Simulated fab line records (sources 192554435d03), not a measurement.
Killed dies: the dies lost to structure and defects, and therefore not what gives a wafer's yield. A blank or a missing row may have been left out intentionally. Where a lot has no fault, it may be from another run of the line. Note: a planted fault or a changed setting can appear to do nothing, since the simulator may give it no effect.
fab line records	flow n5_finfet
record lots=24	wafers=72	last_day=20
route steps=1938 shown BEOL_M1@754
lots that met no fault: from a run of the same line without faults
start_h: the number of hours between the record's first day and the start of the first shown wafer of the lot	wait_h: how many hours have passed since the lot's step before this one	" same as the row above	L1.1+2: several wafers, shown together as one row	- no value, or no start was given	* or withheld: withheld	< > ~ a bound
route shown NAME@n: names a module that has steps shown in the file, with the first one's number in the route	usual: the fault-free wafers' mean and standard deviation	same: alike in all rows	chamber/n: place in a boat	sites: readings site by site	_std_site: the values' standard deviation	_edge_site: outer sites' mean less inner sites'	radius_mm: for every site, how far away it sits from the centre of the wafer	mask NAME#n: copy n	behind: the last tool/chamber to shape the wafer	hold: why the lot was held/for how many hours/how that ended	device: whichever transistor did not switch (one of n, p or np)	end of line: tests run on the same wafers once the route is complete	a step without rows: its recipe alone	killed: at the first sort, the dies lost to defects and structure; wafer yield is something else	map: dies across one wafer; x = killed, . = not, _ = none there
set.NAME: the run value of the setting; set.NAME@STEP: its run value at that earlier step	model.NAME: the simulator's own value behind a step, which no gauge read
one table for each step of the route and one row for each wafer, over a sample of lots
services: the hour from which a tool's chamber was out of use, counted from the record's first day as start_h (under 0 if before that day), plus the number of hours and why
## steps
# step N5_BEOL_M1_HM_DEP_02
# recipe material=TiN	target_thk_a=200	temp_c=25	chamber_pressure_pa=0.49996
# usual throttle_valve_pct=30.6/0.62
lot.wafer	tool	chamber	start_h	wait_h	throttle_valve_pct
L074.1	pvd_sputter-02	-	120.45	1.7	30.1
L074.4	"	-	"	"	29.8
L074.6	"	-	"	"	29.7
L075.1	pvd_sputter-02	-	129.18	1.9	31.0
L075.4	"	-	"	"	30.0
L075.5	"	-	"	"	31.0
L076.2	pvd_sputter-02	-	136.82	0.2	30.1
L076.3	"	-	"	"	31.0
L076.5	"	-	"	"	30.1
L077.1	pvd_sputter-03	-	139.41	0.8	30.5
L077.4	"	-	"	"	30.0
L077.5	"	-	"	"	29.5
L078.1	pvd_sputter-03	-	142.51	1.5	30.0
L078.4	"	-	"	"	29.4
L078.6	"	-	"	"	30.7
L079.4	pvd_sputter-01	-	151.28	1.1	31.3
L079.5	"	-	"	"	30.5
L079.6	"	-	"	"	30.7
L081.1	pvd_sputter-01	-	165.97	3.0	31.2
L081.4	"	-	"	"	30.9
L081.5	"	-	"	"	30.3
L080.2	pvd_sputter-01	-	166.37	2.3	30.1
L080.3	"	-	"	"	31.5
L080.6	"	-	"	"	31.4
L082.1	pvd_sputter-01	-	172.22	0.3	30.1
L082.5	"	-	"	"	30.8
L082.6	"	-	"	"	31.7
L083.1	pvd_sputter-01	-	179.54	2.0	30.3
L083.4	"	-	"	"	31.3
L083.6	"	-	"	"	31.5
L084.2	pvd_sputter-01	-	183.64	1.8	31.4
L084.3	"	-	"	"	30.3
L084.5	"	-	"	"	31.6
L086.1	pvd_sputter-02	-	195.02	0.7	29.8
L086.4	"	-	"	"	30.2
L086.5	"	-	"	"	30.2
L085.3	pvd_sputter-02	-	199.32	2.2	30.2
L085.4	"	-	"	"	30.1
L085.5	"	-	"	"	30.2
L087.4	pvd_sputter-03	-	205.68	2.0	30.4
L087.5	"	-	"	"	30.3
L087.6	"	-	"	"	30.2
L089.3	pvd_sputter-03	-	210.70	0.5	30.5
L089.4	"	-	"	"	29.7
L089.6	"	-	"	"	30.3
L088.1	pvd_sputter-01	-	214.33	0.0	31.0
L088.4	"	-	"	"	30.2
L088.6	"	-	"	"	30.3
L090.1	pvd_sputter-03	-	221.73	1.8	30.0
L090.5	"	-	"	"	30.2
L090.6	"	-	"	"	30.8
L091.2	pvd_sputter-03	-	223.39	0.6	30.3
L091.3	"	-	"	"	29.6
L091.4	"	-	"	"	30.6
L092.2	pvd_sputter-01	-	235.76	0.9	31.9
L092.4	"	-	"	"	31.4
L092.5	"	-	"	"	31.0
L093.2	pvd_sputter-02	-	241.25	2.8	30.2
L093.3	"	-	"	"	30.1
L093.4	"	-	"	"	29.7
L094.2	pvd_sputter-01	-	244.33	1.1	31.4
L094.4	"	-	"	"	30.9
L094.5	"	-	"	"	30.9
L095.1	pvd_sputter-03	-	249.83	1.7	30.1
L095.3	"	-	"	"	30.5
L095.6	"	-	"	"	30.4
L096.2	pvd_sputter-02	-	254.86	0.8	29.9
L096.4	"	-	"	"	30.2
L096.6	"	-	"	"	30.3
L097.1	pvd_sputter-03	-	279.51	1.1	30.4
L097.2	"	-	"	"	30.9
L097.5	"	-	"	"	30.2
# step N5_BEOL_M1_STRIP_97
# recipe chemistry=N2/H2	time_s=10	power_w=450	temp_c=40	pressure_mtorr=20	rf_frequency_hz=6e+07	bias_power_w=7	n2_flow_sccm=200	h2_flow_sccm=200
# usual drypump_motor_current_A=5.8/0.56	oes_product_au=0.80/0.06	rf_vpp_V=59.2/0.87	showerhead_plenum_p_Torr=2.53/0.079	throttle_valve_pct=23.52/0.24
lot.wafer	tool	chamber	start_h	wait_h	drypump_motor_current_A	oes_product_au	rf_hours_counter_h	rf_vpp_V	showerhead_plenum_p_Torr	throttle_valve_pct
L074.1	rie_diel-06	1	-	-	5.2	0.84	75	58.4	2.47	23.50
L074.4	"	3	"	"	5.8	0.82	-	59.0	2.46	23.71
L074.6	"	0	"	"	6.2	0.71	-	59.4	2.52	23.58
L075.1	rie_diel-02	3	-	-	4.7	0.85	53	58.9	2.47	23.28
L075.4	"	3	"	"	4.7	0.86	-	58.3	2.47	23.26
L075.5	"	2	"	"	6.1	0.85	-	58.8	2.58	23.61
L076.2	rie_diel-06	0	-	-	6.2	0.71	214	58.6	2.52	23.60
L076.3	"	3	"	"	5.8	0.82	93	59.7	2.46	23.72
L076.5	"	1	"	"	5.2	0.83	-	59.7	2.46	23.51
L077.1	rie_diel-02	0	-	-	5.7	0.82	85	59.2	2.56	23.03
L077.4	"	3	"	"	4.7	0.84	54	58.9	2.47	23.27
L077.5	"	3	"	"	4.7	0.84	-	57.5	2.47	23.28
L078.1	rie_diel-02	1	-	-	6.4	0.92	18	59.0	2.70	23.71
L078.4	"	0	"	"	5.8	0.82	85	60.6	2.56	23.04
L078.6	"	0	"	"	5.7	0.82	-	59.9	2.56	23.05
L079.4	rie_diel-06	3	-	-	5.8	0.80	97	58.4	2.46	23.75
L079.5	"	3	"	"	5.8	0.80	-	58.6	2.46	23.74
L079.6	"	2	"	"	6.6	0.70	-	59.8	2.50	23.77
L081.1	rie_diel-02	2	-	-	6.1	0.84	62	60.5	2.58	23.63
L081.4	"	0	"	"	5.8	0.81	-	58.8	2.56	23.06
L081.5	"	2	"	"	6.1	0.84	-	58.7	2.58	23.64
L080.2	rie_diel-06	1	-	-	5.2	0.82	88	59.5	2.46	23.53
L080.3	"	2	"	"	6.6	0.70	234	58.7	2.50	23.78
L080.6	"	2	"	"	6.6	0.70	-	58.7	2.50	23.78
L083.1	rie_diel-02	2	-	-	6.1	0.84	64	58.0	2.57	23.61
L083.4	"	1	"	"	6.4	0.90	-	60.1	2.70	23.73
L083.6	"	0	"	"	5.8	0.81	-	59.5	2.56	23.06
L082.1	rie_diel-06	0	-	-	6.2	0.70	224	61.7	2.52	23.62
L082.5	"	3	"	"	5.8	0.80	-	59.1	2.45	23.73
L082.6	"	2	"	"	6.6	0.70	-	59.7	2.50	23.80
L084.2	rie_diel-06	2	-	-	6.6	0.70	237	59.9	2.50	23.78
L084.3	"	0	"	"	6.2	0.71	226	58.7	2.52	23.61
L084.5	"	0	"	"	6.2	0.71	-	57.1	2.52	23.61
L085.3	rie_diel-05	3	-	-	5.8	0.74	152	59.9	2.65	23.22
L085.4	"	1	"	"	6.0	0.74	162	59.0	2.52	23.06
L085.5	"	2	"	"	5.3	0.91	-	58.6	2.48	23.56
L086.1	rie_diel-06	2	-	-	6.6	0.69	241	58.3	2.49	23.80
L086.4	"	0	"	"	6.2	0.70	231	60.2	2.52	23.62
L086.5	"	0	"	"	6.2	0.70	-	60.9	2.52	23.63
L087.4	rie_diel-06	1	-	-	5.2	0.81	99	60.1	2.46	23.52
L087.5	"	2	"	"	6.6	0.69	-	59.2	2.49	23.80
L087.6	"	3	"	"	5.9	0.79	-	58.9	2.45	23.76
L089.3	rie_diel-06	2	-	-	6.6	0.69	245	57.4	2.49	23.80
L089.4	"	3	"	"	5.8	0.79	112	59.0	2.45	23.76
L089.6	"	3	"	"	5.8	0.80	-	58.1	2.45	23.75
L088.1	rie_diel-05	2	-	-	5.3	0.89	41	59.6	2.48	23.57
L088.4	"	3	"	"	5.8	0.74	157	58.2	2.65	23.24
L088.6	"	0	"	"	5.0	0.76	-	60.5	2.65	23.32
L090.1	rie_diel-02	1	-	-	6.4	0.86	47	59.2	2.69	23.75
L090.5	"	2	"	"	6.1	0.81	-	60.0	2.57	23.66
L090.6	"	3	"	"	4.7	0.81	-	60.7	2.46	23.32
L091.2	rie_diel-02	2	-	-	6.1	0.81	82	59.6	2.57	23.63
L091.3	"	0	"	"	5.8	0.79	109	59.8	2.55	23.07
L091.4	"	3	"	"	4.7	0.82	78	58.9	2.46	23.30
L092.2	rie_diel-05	1	-	-	6.0	0.73	175	58.6	2.52	23.08
L092.4	"	0	"	"	5.0	0.74	179	58.1	2.64	23.32
L092.5	"	3	"	"	5.8	0.73	-	59.7	2.64	23.24
L093.2	rie_diel-02	1	-	-	6.4	0.85	54	59.4	2.69	23.77
L093.3	"	3	"	"	4.7	0.81	84	58.3	2.46	23.32
L093.4	"	2	"	"	6.1	0.81	88	58.9	2.56	23.64
L094.2	rie_diel-02	0	-	-	5.7	0.79	115	60.5	2.55	23.08
L094.4	"	1	"	"	6.4	0.85	55	58.1	2.69	23.77
L094.5	"	3	"	"	4.7	0.81	-	59.2	2.46	23.32
L095.1	rie_diel-06	0	-	-	6.3	0.68	253	59.5	2.51	23.64
L095.3	"	3	"	"	5.8	0.78	132	58.2	2.44	23.77
L095.6	"	0	"	"	6.3	0.69	-	58.2	2.51	23.65
L096.2	rie_diel-02	0	-	-	5.7	0.78	121	57.7	2.55	23.08
L096.4	"	2	"	"	6.1	0.80	95	58.4	2.56	23.67
L096.6	"	2	"	"	6.1	0.79	-	59.1	2.56	23.66
L097.1	rie_diel-02	2	-	-	6.1	0.79	99	57.6	2.56	23.66
L097.2	"	1	"	"	6.4	0.83	64	59.5	2.68	23.77
L097.5	"	1	"	"	6.4	0.85	-	61.1	2.69	23.76
# step N5_BEOL_M1_OCD_MEAS_38
# usual trench_depth_nm=55.3/0.81
lot.wafer	tool	chamber	start_h	wait_h	trench_depth_nm
L074.1	ocd-01	-	129.42	-	54.9
L074.4	"	-	"	"	55.0
L074.6	"	-	"	"	55.4
L075.1	ocd-01	-	139.43	-	56.7
L075.4	"	-	"	"	56.5
L075.5	"	-	"	"	56.5
L076.2	ocd-02	-	139.63	-	55.0
L076.3	"	-	"	"	55.5
L076.5	"	-	"	"	55.8
L077.1	ocd-02	-	145.30	-	54.4
L077.4	"	-	"	"	56.2
L077.5	"	-	"	"	56.0
L078.1	ocd-02	-	145.77	-	55.6
L078.4	"	-	"	"	55.0
L078.6	"	-	"	"	55.1
L079.4	ocd-01	-	155.76	-	55.1
L079.5	"	-	"	"	55.1
L079.6	"	-	"	"	54.9
L081.1	ocd-02	-	180.84	-	56.5
L081.4	"	-	"	"	54.4
L081.5	"	-	"	"	56.6
L080.2	ocd-02	-	181.17	-	55.4
L080.3	"	-	"	"	54.4
L080.6	"	-	"	"	54.4
L083.1	ocd-02	-	184.20	-	55.9
L083.4	"	-	"	"	55.5
L083.6	"	-	"	"	55.2
L082.1	ocd-02	-	184.42	-	54.4
L082.5	"	-	"	"	55.2
L082.6	"	-	"	"	54.0
L084.2	ocd-02	-	189.47	-	55.6
L084.3	"	-	"	"	54.5
L084.5	"	-	"	"	54.6
L085.3	ocd-02	-	204.99	-	53.8
L085.4	"	-	"	"	54.4
L085.5	"	-	"	"	55.3
L086.1	ocd-01	-	205.96	-	54.0
L086.4	"	-	"	"	54.5
L086.5	"	-	"	"	54.5
L087.4	ocd-02	-	214.60	-	55.2
L087.5	"	-	"	"	54.5
L087.6	"	-	"	"	54.1
L089.3	ocd-01	-	218.21	-	54.9
L089.4	"	-	"	"	54.0
L089.6	"	-	"	"	55.2
L088.1	ocd-02	-	222.30	-	54.6
L088.4	"	-	"	"	54.3
L088.6	"	-	"	"	54.2
L090.1	ocd-01	-	232.78	-	56.5
L090.5	"	-	"	"	56.6
L090.6	"	-	"	"	55.5
L091.2	ocd-01	-	235.83	-	56.5
L091.3	"	-	"	"	54.5
L091.4	"	-	"	"	55.6
L092.2	ocd-01	-	251.29	-	55.6
L092.4	"	-	"	"	54.9
L092.5	"	-	"	"	54.7
L093.2	ocd-01	-	255.31	-	55.8
L093.3	"	-	"	"	56.4
L093.4	"	-	"	"	56.5
L094.2	ocd-01	-	256.16	-	55.0
L094.4	"	-	"	"	55.5
L094.5	"	-	"	"	56.4
L095.1	ocd-02	-	268.87	-	54.6
L095.3	"	-	"	"	55.4
L095.6	"	-	"	"	54.3
L096.2	ocd-01	-	278.68	-	55.5
L096.4	"	-	"	"	57.1
L096.6	"	-	"	"	57.1
L097.1	ocd-01	-	291.43	-	56.6
L097.2	"	-	"	"	56.0
L097.5	"	-	"	"	55.7
# step N5_BEOL_M1_ANNEAL_80
# recipe temp_c=400	time_s=240	ambient=vacuum
# usual heater_power_w=819/51
lot.wafer	tool	chamber	start_h	wait_h	heater_power_w
L074.1	pvd_sputter-02	-	130.96	0.0	876
L074.4	"	-	"	"	793
L074.6	"	-	"	"	872
L075.1	pvd_sputter-01	-	140.64	0.0	810
L075.4	"	-	"	"	847
L075.5	"	-	"	"	850
L076.2	pvd_sputter-02	-	142.48	0.0	817
L076.3	"	-	"	"	857
L076.5	"	-	"	"	853
L077.1	pvd_sputter-03	-	147.19	0.0	877
L077.4	"	-	"	"	807
L077.5	"	-	"	"	814
L078.1	pvd_sputter-03	-	149.03	0.0	804
L078.4	"	-	"	"	745
L078.6	"	-	"	"	743
L079.4	pvd_sputter-02	-	157.35	0.0	863
L079.5	"	-	"	"	896
L079.6	"	-	"	"	887
L081.1	pvd_sputter-03	-	182.64	0.0	809
L081.4	"	-	"	"	880
L081.5	"	-	"	"	752
L080.2	pvd_sputter-02	-	183.14	0.0	861
L080.3	"	-	"	"	880
L080.6	"	-	"	"	879
L083.1	pvd_sputter-01	-	185.74	0.0	733
L083.4	"	-	"	"	860
L083.6	"	-	"	"	805
L082.1	pvd_sputter-03	-	186.10	0.0	810
L082.5	"	-	"	"	764
L082.6	"	-	"	"	797
L084.2	pvd_sputter-03	-	190.91	0.0	730
L084.3	"	-	"	"	811
L084.5	"	-	"	"	742
L085.3	pvd_sputter-03	-	206.88	0.0	805
L085.4	"	-	"	"	795
L085.5	"	-	"	"	799
L086.1	pvd_sputter-01	-	207.94	0.0	848
L086.4	"	-	"	"	834
L086.5	"	-	"	"	861
L087.4	pvd_sputter-01	-	216.46	0.0	842
L087.5	"	-	"	"	851
L087.6	"	-	"	"	714
L089.3	pvd_sputter-03	-	219.67	0.0	780
L089.4	"	-	"	"	812
L089.6	"	-	"	"	879
L088.1	pvd_sputter-01	-	224.02	0.0	805
L088.4	"	-	"	"	745
L088.6	"	-	"	"	779
L090.1	pvd_sputter-02	-	234.87	0.0	880
L090.5	"	-	"	"	868
L090.6	"	-	"	"	881
L091.2	pvd_sputter-02	-	238.99	0.0	793
L091.3	"	-	"	"	881
L091.4	"	-	"	"	892
L092.2	pvd_sputter-01	-	254.17	0.0	792
L092.4	"	-	"	"	736
L092.5	"	-	"	"	816
L093.2	pvd_sputter-02	-	256.86	0.0	870
L093.3	"	-	"	"	883
L093.4	"	-	"	"	773
L094.2	pvd_sputter-02	-	259.22	0.0	814
L094.4	"	-	"	"	891
L094.5	"	-	"	"	891
L095.1	pvd_sputter-01	-	270.46	0.0	809
L095.3	"	-	"	"	743
L095.6	"	-	"	"	814
L096.2	pvd_sputter-03	-	280.91	0.0	795
L096.4	"	-	"	"	873
L096.6	"	-	"	"	760
L097.1	pvd_sputter-01	-	292.55	0.0	727
L097.2	"	-	"	"	792
L097.5	"	-	"	"	725
# step N5_BEOL_M1_ANNEAL_82
# recipe temp_c=400	time_s=240	ambient=vacuum
# usual heater_power_w=820/52
lot.wafer	tool	chamber	start_h	wait_h	heater_power_w
L074.1	pvd_sputter-02	-	131.18	0.0	883
L074.4	"	-	"	"	788
L074.6	"	-	"	"	871
L075.1	pvd_sputter-01	-	140.86	0.0	772
L075.4	"	-	"	"	831
L075.5	"	-	"	"	848
L076.2	pvd_sputter-02	-	142.70	0.0	810
L076.3	"	-	"	"	869
L076.5	"	-	"	"	881
L077.1	pvd_sputter-03	-	147.41	0.0	867
L077.4	"	-	"	"	835
L077.5	"	-	"	"	813
L078.1	pvd_sputter-03	-	149.25	0.0	792
L078.4	"	-	"	"	760
L078.6	"	-	"	"	747
L079.4	pvd_sputter-02	-	157.57	0.0	856
L079.5	"	-	"	"	883
L079.6	"	-	"	"	887
L081.1	pvd_sputter-03	-	182.86	0.0	804
L081.4	"	-	"	"	878
L081.5	"	-	"	"	743
L080.2	pvd_sputter-02	-	183.36	0.0	871
L080.3	"	-	"	"	852
L080.6	"	-	"	"	885
L083.1	pvd_sputter-01	-	185.96	0.0	739
L083.4	"	-	"	"	858
L083.6	"	-	"	"	825
L082.1	pvd_sputter-03	-	186.32	0.0	806
L082.5	"	-	"	"	742
L082.6	"	-	"	"	808
L084.2	pvd_sputter-03	-	191.13	0.0	763
L084.3	"	-	"	"	813
L084.5	"	-	"	"	747
L085.3	pvd_sputter-03	-	207.10	0.0	800
L085.4	"	-	"	"	817
L085.5	"	-	"	"	826
L086.1	pvd_sputter-01	-	208.16	0.0	872
L086.4	"	-	"	"	846
L086.5	"	-	"	"	830
L087.4	pvd_sputter-01	-	216.68	0.0	844
L087.5	"	-	"	"	828
L087.6	"	-	"	"	722
L089.3	pvd_sputter-03	-	219.89	0.0	799
L089.4	"	-	"	"	797
L089.6	"	-	"	"	899
L088.1	pvd_sputter-01	-	224.24	0.0	846
L088.4	"	-	"	"	735
L088.6	"	-	"	"	802
L090.1	pvd_sputter-02	-	235.09	0.0	882
L090.5	"	-	"	"	875
L090.6	"	-	"	"	902
L091.2	pvd_sputter-02	-	239.21	0.0	806
L091.3	"	-	"	"	871
L091.4	"	-	"	"	875
L092.2	pvd_sputter-01	-	254.39	0.0	820
L092.4	"	-	"	"	736
L092.5	"	-	"	"	859
L093.2	pvd_sputter-02	-	257.08	0.0	895
L093.3	"	-	"	"	857
L093.4	"	-	"	"	774
L094.2	pvd_sputter-02	-	259.44	0.0	790
L094.4	"	-	"	"	896
L094.5	"	-	"	"	901
L095.1	pvd_sputter-01	-	270.68	0.0	807
L095.3	"	-	"	"	731
L095.6	"	-	"	"	827
L096.2	pvd_sputter-03	-	281.13	0.0	778
L096.4	"	-	"	"	860
L096.6	"	-	"	"	734
L097.1	pvd_sputter-01	-	292.77	0.0	737
L097.2	"	-	"	"	793
L097.5	"	-	"	"	721
# step N5_BEOL_M1_SPUTTER_86
# recipe material=Cu	target_thk_a=45	temp_c=-20	chamber_pressure_pa=0.07	power_w=withheld	time_s=8.29
# usual throttle_valve_pct=30.5/0.65
lot.wafer	tool	chamber	start_h	wait_h	throttle_valve_pct
L074.1	pvd_sputter-02	-	131.32	0.1	30.1
L074.4	"	-	"	"	29.8
L074.6	"	-	"	"	30.9
L075.1	pvd_sputter-01	-	141.00	0.1	32.1
L075.4	"	-	"	"	30.8
L075.5	"	-	"	"	30.4
L076.2	pvd_sputter-02	-	142.84	0.1	29.6
L076.3	"	-	"	"	30.2
L076.5	"	-	"	"	30.8
L077.1	pvd_sputter-03	-	147.55	0.1	30.2
L077.4	"	-	"	"	29.6
L077.5	"	-	"	"	30.0
L078.1	pvd_sputter-03	-	149.39	0.1	30.3
L078.4	"	-	"	"	30.6
L078.6	"	-	"	"	30.7
L079.4	pvd_sputter-02	-	157.71	0.1	30.9
L079.5	"	-	"	"	30.1
L079.6	"	-	"	"	30.3
L081.1	pvd_sputter-03	-	183.00	0.1	29.8
L081.4	"	-	"	"	30.6
L081.5	"	-	"	"	30.6
L080.2	pvd_sputter-02	-	183.50	0.1	30.3
L080.3	"	-	"	"	30.2
L080.6	"	-	"	"	29.9
L083.1	pvd_sputter-01	-	186.10	0.1	31.5
L083.4	"	-	"	"	30.4
L083.6	"	-	"	"	31.7
L082.1	pvd_sputter-03	-	186.46	0.1	29.7
L082.5	"	-	"	"	30.6
L082.6	"	-	"	"	29.8
L084.2	pvd_sputter-03	-	191.27	0.1	30.7
L084.3	"	-	"	"	29.4
L084.5	"	-	"	"	30.9
L085.3	pvd_sputter-03	-	207.24	0.1	30.4
L085.4	"	-	"	"	29.3
L085.5	"	-	"	"	29.5
L086.1	pvd_sputter-01	-	208.30	0.1	30.2
L086.4	"	-	"	"	30.9
L086.5	"	-	"	"	30.3
L087.4	pvd_sputter-01	-	216.82	0.1	30.6
L087.5	"	-	"	"	30.8
L087.6	"	-	"	"	31.6
L089.3	pvd_sputter-03	-	220.03	0.1	30.3
L089.4	"	-	"	"	29.6
L089.6	"	-	"	"	30.3
L088.1	pvd_sputter-01	-	224.38	0.1	30.1
L088.4	"	-	"	"	31.5
L088.6	"	-	"	"	31.6
L090.1	pvd_sputter-02	-	235.23	0.1	30.0
L090.5	"	-	"	"	30.1
L090.6	"	-	"	"	30.0
L091.2	pvd_sputter-02	-	239.35	0.1	29.8
L091.3	"	-	"	"	30.2
L091.4	"	-	"	"	30.1
L092.2	pvd_sputter-01	-	254.53	0.1	31.7
L092.4	"	-	"	"	31.5
L092.5	"	-	"	"	30.7
L093.2	pvd_sputter-02	-	257.22	0.1	29.6
L093.3	"	-	"	"	30.0
L093.4	"	-	"	"	29.8
L094.2	pvd_sputter-02	-	259.58	0.1	29.6
L094.4	"	-	"	"	30.0
L094.5	"	-	"	"	30.3
L095.1	pvd_sputter-01	-	270.82	0.1	31.6
L095.3	"	-	"	"	31.4
L095.6	"	-	"	"	30.7
L096.2	pvd_sputter-03	-	281.27	0.1	30.2
L096.4	"	-	"	"	30.3
L096.6	"	-	"	"	30.4
L097.1	pvd_sputter-01	-	292.91	0.1	31.7
L097.2	"	-	"	"	31.6
L097.5	"	-	"	"	31.3
## services
tool	chamber	start_h	hours	kind
rie_diel-02	-	97.17	0.2	repair
rie_diel-02	-	112.60	2.8	pm
pvd_sputter-01	-	115.28	5.0	repair
rie_diel-06	2	128.81	12.8	repair
pvd_sputter-01	-	137.31	1.3	repair
rie_diel-06	-	143.51	0.7	repair
pvd_sputter-03	-	164.50	2.8	repair
rie_diel-02	3	173.20	15.3	repair
rie_diel-02	0	191.16	13.6	repair
rie_diel-06	2	235.12	-	clean
rie_diel-06	2	235.12	-	consumable_replace:focus_ring
rie_diel-06	2	235.12	34.8	scheduled_down
rie_diel-06	2	235.12	34.8	vent_cycle
rie_diel-05	1	268.62	5.2	repair
rie_diel-06	0	269.92	-	clean
rie_diel-06	0	269.92	-	consumable_replace:focus_ring
rie_diel-06	0	269.92	19.5	scheduled_down
rie_diel-06	0	269.92	19.5	vent_cycle
## key
fault none
